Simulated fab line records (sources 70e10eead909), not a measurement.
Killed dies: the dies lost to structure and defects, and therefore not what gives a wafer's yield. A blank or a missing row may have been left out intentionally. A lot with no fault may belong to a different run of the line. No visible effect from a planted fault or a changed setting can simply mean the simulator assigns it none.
The tool behind it: which one? | flow nand-harc | 13 lots, 39 wafers sampled, at 5 steps of a route of 1159

## WHAT THE GAUGES READ, wafer by wafer
NHARC_A_BONDPAD_THK_MEAS_20: measures by xrf.
lot  | measured     | on            | thk-nm (nm)
L778 | day 17 21:52 | film-metro-01 | 171.5 171.1 170.7
L782 | day 18 09:32 | film-metro-02 | 169.7 168.7 172.4
L783 | day 19 00:54 | film-metro-01 | 171.6 169.4 170.0
L784 | day 19 04:01 | film-metro-01 | 168.9 167.7 169.5
L785 | day 19 12:23 | film-metro-01 | 168.0 169.1 168.8
L789 | day 21 14:20 | film-metro-01 | 168.2 169.5 172.2
L792 | day 22 05:46 | film-metro-02 | 170.9 168.1 169.7
L794 | day 22 17:24 | film-metro-01 | 170.2 169.8 169.2
L796 | day 22 18:40 | film-metro-01 | 170.1 170.5 170.1
L795 | day 22 19:19 | film-metro-02 | 170.1 170.7 169.2
L797 | day 22 23:56 | film-metro-01 | 171.6 169.9 169.4
L799 | day 23 08:45 | film-metro-02 | 167.7 168.8 170.5
L798 | day 23 11:38 | film-metro-01 | 170.7 170.0 170.4

NHARC_THIN_TSV_CD_MEAS_12: the cd target is 1000 nm.
lot  | measured     | on        | cd-nm (nm)
L778 | day 18 14:55 | cd-sem-01 | 997.6 998.7 997.1
L782 | day 19 02:45 | cd-sem-01 | 998.5 996.7 997.4
L783 | day 19 17:15 | cd-sem-03 | 1001.6 1003.4 1001.5
L784 | day 19 16:09 | cd-sem-01 | 998.5 999.9 999.0
L785 | day 20 03:41 | cd-sem-02 | 999.1 998.5 999.0
L789 | day 22 03:30 | cd-sem-03 | 999.3 998.5 998.6
L792 | day 22 16:52 | cd-sem-02 | 1000.6 999.9 1001.5
L794 | day 23 06:06 | cd-sem-03 | 999.4 1000.1 1002.8
L796 | day 23 08:28 | cd-sem-01 | 1000.4 1000.7 1000.6
L795 | day 23 07:17 | cd-sem-03 | 998.8 999.7 999.5
L797 | day 23 12:46 | cd-sem-02 | 999.0 1000.6 999.4
L799 | day 23 21:29 | cd-sem-02 | 1001.5 999.0 997.9
L798 | day 23 22:46 | cd-sem-03 | 1000.0 999.1 998.6

NHARC_END_SORT_01.
lot  | measured     | on        | killed-at-array | killed-at-other | killed-at-periphery | killed-dies | killed-open | killed-short
L792 | day 23 08:01 | prober-01 | 67 25 75        | 0 1 2           | 0 0 1               | 67 26 78    | 1 2 1       | 3 0 6
L794 | day 23 21:36 | prober-01 | 27 85 81        | 1 0 0           | 2 1 0               | 30 86 81    | 3 3 1       | 2 0 1

## EACH LOT AND THE TOOL THAT RAN IT (in order: tool; ch and the chambers of the sampled wafers; start)
lot  | NHARC_A_CONTACT_ETCH_138             | NHARC_THIN_TSV_DESCUM_35
L778 | har-cap-etch-02 ch 0,1, day 16 22:19 | rie-diel-09 ch 0,2,3, day 18 21:02
L782 | har-cap-etch-03 ch 0,1, day 17 13:04 | rie-diel-12 ch 0,3, day 19 09:49
L783 | har-cap-etch-03 ch 0, day 17 21:23   | rie-diel-12 ch 1,2, day 19 23:29
L784 | har-cap-etch-01 ch 0,1, day 17 23:53 | rie-diel-12 ch 0,2,3, day 19 22:46
L785 | har-cap-etch-03 ch 1, day 18 16:31   | rie-diel-09 ch 1,2,3, day 20 10:46
L789 | har-cap-etch-01 ch 0,1, day 20 13:38 | rie-diel-09 ch 0,1,2, day 22 10:16
L792 | har-cap-etch-03 ch 0,1, day 20 18:39 | rie-diel-05 ch 0,3, day 22 23:08
L794 | har-cap-etch-03 ch 0,1, day 20 22:37 | rie-diel-05 ch 2,3, day 23 12:12
L796 | har-cap-etch-02 ch 0,1, day 21 01:43 | rie-diel-12 ch 0,1,3, day 23 15:13
L795 | har-cap-etch-01 ch 0,1, day 21 03:33 | rie-diel-12 ch 0,2,3, day 23 14:35
L797 | har-cap-etch-02 ch 0,1, day 21 12:06 | rie-diel-05 ch 0,1,3, day 23 19:29
L799 | har-cap-etch-02 ch 0,1, day 22 09:21 | rie-diel-09 ch 2,3, day 24 03:36
L798 | har-cap-etch-02 ch 0,1, day 22 12:10 | rie-diel-09 ch 1,2, day 24 04:51
- NHARC_A_CONTACT_ETCH_138: etches the open film in C4F8/O2/Ar, time 132 s, target depth 1289 nm.
- NHARC_THIN_TSV_DESCUM_35: chemistry O2, time 3 s.

## AS READ BY THE TOOLS THEMSELVES (means over the sampled wafers that have a number; for cases with no such wafer, the mark the record gives instead)
NHARC_A_CONTACT_ETCH_138.
lot  | tool            | chamber-pressure-mTorr (mTorr)
L778 | har-cap-etch-02 | 19.998
L782 | har-cap-etch-03 | 20.009
L783 | har-cap-etch-03 | 20.003
L784 | har-cap-etch-01 | 20.000
L785 | har-cap-etch-03 | 19.997
L789 | har-cap-etch-01 | 20.019
L792 | har-cap-etch-03 | 20.000
L794 | har-cap-etch-03 | 20.001
L796 | har-cap-etch-02 | 20.019
L795 | har-cap-etch-01 | 20.010
L797 | har-cap-etch-02 | 19.989
L799 | har-cap-etch-02 | 19.998
L798 | har-cap-etch-02 | 19.988

NHARC_THIN_TSV_DESCUM_35.
lot  | tool        | chamber-pressure-mTorr (mTorr) | drypump-motor-current-A (A) | oes-product-au (a.u.) | rf-vpp-V (V) | showerhead-plenum-p-Torr (Torr) | throttle-valve-pct (%)
L778 | rie-diel-09 | 60.03                          | 5.7                         | 1.006                 | 58.0         | 1.92                            | 11.312
L782 | rie-diel-12 | 59.96                          | 6.0                         | 1.001                 | 57.6         | 1.84                            | 11.308
L783 | rie-diel-12 | 59.98                          | 6.1                         | 0.994                 | 57.7         | 1.94                            | 11.318
L784 | rie-diel-12 | 60.02                          | 6.2                         | 0.998                 | 57.1         | 1.91                            | 11.317
L785 | rie-diel-09 | 59.98                          | 5.7                         | 1.003                 | 57.5         | 1.90                            | 11.312
L789 | rie-diel-09 | 60.03                          | 5.6                         | 0.999                 | 57.0         | 1.93                            | 11.303
L792 | rie-diel-05 | 59.99                          | 5.7                         | 1.003                 | 58.0         | 1.98                            | 11.312
L794 | rie-diel-05 | 59.94                          | 5.8                         | 1.013                 | 58.7         | 2.00                            | 11.306
L796 | rie-diel-12 | 60.02                          | 5.9                         | 1.001                 | 58.1         | 1.85                            | 11.310
L795 | rie-diel-12 | 60.01                          | 6.2                         | 1.000                 | 58.1         | 1.91                            | 11.309
L797 | rie-diel-05 | 60.04                          | 5.5                         | 0.993                 | 57.1         | 1.90                            | 11.310
L799 | rie-diel-09 | 59.96                          | 5.8                         | 0.994                 | 57.9         | 1.89                            | 11.308
L798 | rie-diel-09 | 60.00                          | 6.0                         | 1.002                 | 57.4         | 1.86                            | 11.307

## THE ANSWER, worked out from the rows above alone
Rule: the usual values come from the lots themselves. The widest of any qualifying gaps counts: lots, ordered by their means at a reading, are off when they make up no more than a third of the lots, leave a main group of 4 or more, and stand apart from it by 3 or more times the standard deviation of that group's means. A main group whose means are all the same, to the digits that the tables above print for the reading, isn't used. Also off: a lot with no number at a reading for which 4 or more lots have one. The other lots that the step has rows for count as sound. First the gauges in route order, then the tools' own readings, where a lot's mean is used as printed above. The first step at which some lot is off is used, and at that step the reading that is off furthest; a lot without a number counts as furthest.
Across all readings shown, no lot is off: no conclusion can be drawn from this.

## WHAT THE SIMULATOR PUT IN
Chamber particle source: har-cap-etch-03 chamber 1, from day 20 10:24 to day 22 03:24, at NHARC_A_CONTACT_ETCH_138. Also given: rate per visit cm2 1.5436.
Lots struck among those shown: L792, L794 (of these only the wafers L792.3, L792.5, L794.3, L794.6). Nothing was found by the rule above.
